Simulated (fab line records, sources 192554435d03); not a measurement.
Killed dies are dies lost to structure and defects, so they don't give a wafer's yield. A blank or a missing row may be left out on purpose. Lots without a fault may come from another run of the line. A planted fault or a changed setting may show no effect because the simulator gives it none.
Problem report in the 8D (eight disciplines) form, filled by code | flow n5_finfet | the parts of the form that need people (team, actions taken, sign-off) are left out

1. THE PROBLEM
cd_nm at N5_MOL_CONTACT_COAG_CD_MEAS_84 reads a mean of 21.89 nm on 2 wafers of 2 lots; wafers without a fault read 25.17 nm with a standard deviation of 0.21. That is -16 standard deviations from the usual mean.
The step: target cd 25.1 nm.
First seen on wafer L277.4, day 8 09:54, on cd_sem-01. The record holds 29 wafers of 10 lots with a number at this step. Rule for "out", or "out of limits": more than 4 standard deviations from the usual mean. The other wafers with a number count as sound.

2. WHAT IT IS AND WHAT IT IS NOT
question                    | is                   | is not
which readings at this step | cd_nm                | -
which lots                  | L277, L279           | L264, L267, L268, L270, L273, L275, L276, L286
which wafers of those lots  | L277.4, L279.2       | L277.3, L277.5, L279.1
read on which gauges        | cd_sem-01, cd_sem-03 | cd_sem-02
when                        | from day 8 09:54     | up to then (23 sound wafers); but 4 sound wafers of L279, L286 came after

3. SUSPECTS, AND WHAT RULES EACH OUT
Counting: a tool at a process step up to the reading stays a suspect if it ran every lot that is out. Sound lots after the first of them don't rule it out here, since some wafers of a struck lot are sound.
- the gauge at N5_MOL_CONTACT_COAG_CD_MEAS_84: ruled out. The wafers that are out were read on 2 gauges (cd_sem-01, cd_sem-03).
- euv_scanner-01 at N5_MOL_CONTACT_COAG_EXPOSE_81 (exposes mask VG, defocus 0 nm): kept. It ran every lot that is out, first L277 (day 8 09:46); its last sound lot up to then is L273 (day 7 10:23).
Left after counting: euv_scanner-01 at N5_MOL_CONTACT_COAG_EXPOSE_81.

4. THE CAUSE (what the simulator had put in)
Process parameter drift: euv_scanner-01, from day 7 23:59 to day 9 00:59, at N5_MOL_CONTACT_COAG_EXPOSE_81. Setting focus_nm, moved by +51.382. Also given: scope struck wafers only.
Counting left only this tool.

5. THE CHAIN OF EFFECTS, in route order
Each row: a reading whose mean over the struck wafers that have a number lies more than 3 standard deviations from the usual. Only readings for which the record gives a usual standard deviation are gone through. hours: the time from each lot's start at the first step in this table that gives one to its start at this step, as a median over the lots. sigmas: the change in usual standard deviations.
hours | step                            | reading            | usual    | on struck wafers | change | sigmas
0     | N5_MOL_CONTACT_COAG_CD_MEAS_84  | cd_nm              | 25.17 nm | 21.89            | -3.28  | -16
1     | N5_MOL_CONTACT_COAG_CD_MEAS_137 | cd_nm              | 16.0 nm  | 13.1             | -2.9   | -7.4
206   | N5_PASSIVATION_PROBE_49         | killed_at_contacts | 11       | 1085             | +1074  | +99 or more
206   | N5_PASSIVATION_PROBE_49         | killed_dies        | 106      | 1180             | +1074  | +63
206   | N5_PASSIVATION_PROBE_49         | killed_on_rim      | 14       | 152              | +138   | +36
The process steps in it:
- N5_PASSIVATION_PROBE_49

6. WHAT WOULD HAVE CAUGHT IT SOONER
In this record the first reading out of limits at a measuring or inspecting step was taken at day 8 09:54, 10 hours after the fault began at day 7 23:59.
Of the tool readings at N5_MOL_CONTACT_COAG_EXPOSE_81 for which the record gives a usual standard deviation, none was out on any struck wafer, so an alarm limit of 4 standard deviations on them would not have fired.
Of the lots that are out (2), L279 began N5_MOL_CONTACT_COAG_EXPOSE_81 on euv_scanner-01 after day 8 09:54. A hold on the tool at that time would have spared it.
